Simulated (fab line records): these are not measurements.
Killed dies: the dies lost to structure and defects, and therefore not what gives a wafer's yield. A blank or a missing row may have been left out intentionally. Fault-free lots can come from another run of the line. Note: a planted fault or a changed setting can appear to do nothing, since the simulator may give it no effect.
Matching of chambers || flow n5-finfet || ald-sin-02 running N5_ILD0_LINER_00: 4 sister chambers
The step material SiNx, target thk 4 nm, pulse time 1 s, purge time 2 s. 4 wafers are shown with their chamber, then 10 later ones without.

== EACH WAFER AND ITS CHAMBER ==
{"wafer": "L082.3", "chamber": 3, "heater-power-w (W)": 738}
{"wafer": "L084.4", "chamber": 1, "heater-power-w (W)": 706}
{"wafer": "L086.2", "chamber": 0, "heater-power-w (W)": 954}
{"wafer": "L086.3", "chamber": 2, "heater-power-w (W)": 745}

== WAFERS WITHOUT THEIR CHAMBER ==
{"wafer": "L086.4", "heater-power-w (W)": 732}
{"wafer": "L089.2", "heater-power-w (W)": 744}
{"wafer": "L089.3", "heater-power-w (W)": 723}
{"wafer": "L089.6", "heater-power-w (W)": 731}
{"wafer": "L090.4", "heater-power-w (W)": 768}
{"wafer": "L090.5", "heater-power-w (W)": 700}
{"wafer": "L090.6", "heater-power-w (W)": 750}
{"wafer": "L092.1", "heater-power-w (W)": 954}
{"wafer": "L092.2", "heater-power-w (W)": 750}
{"wafer": "L092.4", "heater-power-w (W)": 707}

== THE CHAMBER EACH PASSED THROUGH ==
{"wafer": "L086.4", "from the rows above": "can't be placed: 3 or 2", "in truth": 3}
{"wafer": "L089.2", "from the rows above": "can't be placed: 2 or 3", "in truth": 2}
{"wafer": "L089.3", "from the rows above": "can't be placed: 3 or 1 or 2", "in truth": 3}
{"wafer": "L089.6", "from the rows above": "can't be placed: 3 or 2 or 1", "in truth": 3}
{"wafer": "L090.4", "from the rows above": "can't be placed: 2 or 3", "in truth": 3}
{"wafer": "L090.5", "from the rows above": 1, "in truth": 1}
{"wafer": "L090.6", "from the rows above": "can't be placed: 2 or 3", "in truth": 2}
{"wafer": "L092.1", "from the rows above": 0, "in truth": 0}
{"wafer": "L092.2", "from the rows above": "can't be placed: 2 or 3", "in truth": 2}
{"wafer": "L092.4", "from the rows above": 1, "in truth": 1}
Placed correctly: 3 of 10. Cannot be placed on the basis of these rows: 7; the candidates contain the true chamber in 7. Number placed wrongly: 0.
How it was worked out, from the rows above alone: a wafer's distance from a chamber is the root of the sum, over the readings, of the square of ((its reading less the chamber's mean) divided by the reading's scatter). If the next closest chamber is less than 2 further off than the closest, the wafer can't be placed; otherwise it belongs to the closest. A chamber's mean is the mean of its shown wafers. The scatter: with one shown wafer a chamber, the root of the mean of the squares of how far each hidden wafer lies from its nearest shown one.
